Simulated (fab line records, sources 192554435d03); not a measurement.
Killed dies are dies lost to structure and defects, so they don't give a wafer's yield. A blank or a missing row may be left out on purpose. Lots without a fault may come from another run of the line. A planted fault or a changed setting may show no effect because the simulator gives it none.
Split-lot experiment | flow n5_finfet | 7 lots, 21 wafers read, on a route of 1938 steps

THE SPLIT
At N5_BEOL_M0_SAQP_SPACER2_ALD_26 (deposits SiO2, target thk 15 nm, pulse time 1 s, purge time 2 s), the setting target_thk_a was moved away from the recipe's 150 angstrom on 12 of the 21 wafers read, by -11.1% to +8.0%. The other wafers ran this setting at the recipe's value.

FROM THE SPLIT TO THE READING: what the file shows between them, 2 steps
- N5_BEOL_M0_SAQP_SPACER2_ETCHBACK_27: etches SiO2 in CHF3/O2, target depth 22.5 nm, time 11.25 s
- N5_BEOL_M0_SAQP_MANDREL2_REMOVE_110: chemistry HBr/Cl2/O2, target a-Si, stops on SiCN, bt time 10 s

THE READING
cd_nm, in nm, at N5_BEOL_M0_SAQP_CD_MEAS_29 (target cd 14.4 nm). Fault-free wafers of this fab line usually give 15.02 nm, standard deviation 0.21 nm.

wafer  | tool, chamber at the split | target_thk_a as run, angstrom | against the recipe | cd_nm, nm | against lot-mates on the recipe
L077.4 | ald_sin-03, 3              | 150                           | recipe             | 15.61     | -
L077.5 | ald_sin-03, 1              | 142.1                         | -5.3%              | 13.98     | -1.63
L077.6 | ald_sin-03, 0              | 142.1                         | -5.3%              | 14.49     | -1.12
L081.1 | ald_sin-02, 3,0            | 162                           | +8.0%              | 16.47     | +1.70
L081.5 | ald_sin-02, 3,0            | 162                           | +8.0%              | 16.14     | +1.37
L081.6 | ald_sin-02, 2              | 150                           | recipe             | 14.77     | -
L083.3 | ald_sin-03, 2,0            | 135.6                         | -9.6%              | 14.03     | -0.54
L083.4 | ald_sin-03, 0              | 150                           | recipe             | 14.57     | -
L083.6 | ald_sin-03, 2,0            | 135.6                         | -9.6%              | 13.34     | -1.23
L084.4 | ald_sin-04, 0              | 150                           | recipe             | 15.28     | -
L084.5 | ald_sin-04, 2,3            | 150                           | recipe             | 14.89     | -
L084.6 | ald_sin-04, 2,3            | 150                           | recipe             | 15.03     | -
L088.2 | ald_sin-04, 2,0            | 142.8                         | -4.8%              | 14.15     | -0.66
L088.5 | ald_sin-04, 2,0            | 142.8                         | -4.8%              | 14.44     | -0.37
L088.6 | ald_sin-04, 1              | 150                           | recipe             | 14.81     | -
L093.2 | ald_sin-03, 2,1            | 133.4                         | -11.1%             | 13.67     | -1.53
L093.3 | ald_sin-03, 2,1            | 133.4                         | -11.1%             | 13.51     | -1.69
L093.5 | ald_sin-03, 2              | 150                           | recipe             | 15.20     | -
L097.2 | ald_sin-04, 0,2            | 157.7                         | +5.1%              | 15.65     | +0.75
L097.4 | ald_sin-04, 2              | 150                           | recipe             | 14.90     | -
L097.5 | ald_sin-04, 0,2            | 157.7                         | +5.1%              | 15.53     | +0.63
Where a row lists several chambers, the file gives one row for several wafers and doesn't say which wafer went through which chamber.

THE FIT
A straight line over all 21 wafers: cd_nm changes by +0.139 nm for each +1% of target_thk_a; r = +0.95; the points scatter about the line by 0.27 nm.
The same after taking each lot's own level away (the mean of its wafers on the recipe; 21 wafers): +0.148 nm for each +1%; r = +0.93; scatter 0.34 nm.
On that fit, the largest move of target_thk_a shifts the reading by 1.6 nm.
The lots' own levels span 14.570 to 15.610 nm, that is 5.0 times the standard deviation above.
So the lot-to-lot level changes the slope little: the two slopes agree.
Check: with one of the wafers moved furthest among these (-11.1%) left out of the fit, the line predicts -1.61 nm for it against its lot-mates. It came out at -1.53 nm against them.

OTHER SPLITS ON THESE WAFERS
These wafers also went through other splits before the reading. Each is held against what the fit with the lots' levels taken away leaves over:
other split on the same wafers  | wafers away from the commonest value | r with cd_nm (lot level and that fit taken away)
N5_BEOL_M0_SAQP_ETCH_107 bias_w | 6                                    | +0.22

THE WHOLE CHAIN: every reading that the file lists as answering this split, in the file's order
step                                | what it does                                                    | reading                                                                                     | change (the file's fit)               | r (the file's)
N5_BEOL_M0_SAQP_SPACER2_ALD_26      | deposits SiO2, target thk 15 nm, pulse time 1 s, purge time 2 s | SiO2_of_BEOL_M0_SAQP_SPACER2_ALD_26.thk_nm (the simulator's own value, which no gauge read) | +0.149 nm for each +1% of the setting | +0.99
N5_BEOL_M0_SAQP_MANDREL2_REMOVE_110 | chemistry HBr/Cl2/O2, target a-Si, stops on SiCN, bt time 10 s  | BEOL_M0_SAQP.cd_nm (the simulator's own value, which no gauge read)                         | +0.141 nm for each +1% of the setting | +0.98
N5_BEOL_M0_SAQP_MANDREL2_REMOVE_110 | chemistry HBr/Cl2/O2, target a-Si, stops on SiCN, bt time 10 s  | SiO2_of_BEOL_M0_SAQP_SPACER2_ALD_26.thk_nm (the simulator's own value, which no gauge read) | +0.144 nm for each +1% of the setting | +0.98
N5_BEOL_M0_SAQP_CD_MEAS_29          | target cd 14.4 nm                                               | cd_nm                                                                                       | +0.146 nm for each +1% of the setting | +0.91
N5_BEOL_M0_HM_OPEN_105              | chemistry Cl2/BCl3, target TiN, target depth 12 nm              | SiO2_of_BEOL_M0_SAQP_SPACER2_ALD_26.thk_nm (the simulator's own value, which no gauge read) | +0.119 nm for each +1% of the setting | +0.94

THE FILE'S OWN FIT
cd_nm changes by +0.146 nm for each +1% of target_thk_a, r = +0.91.
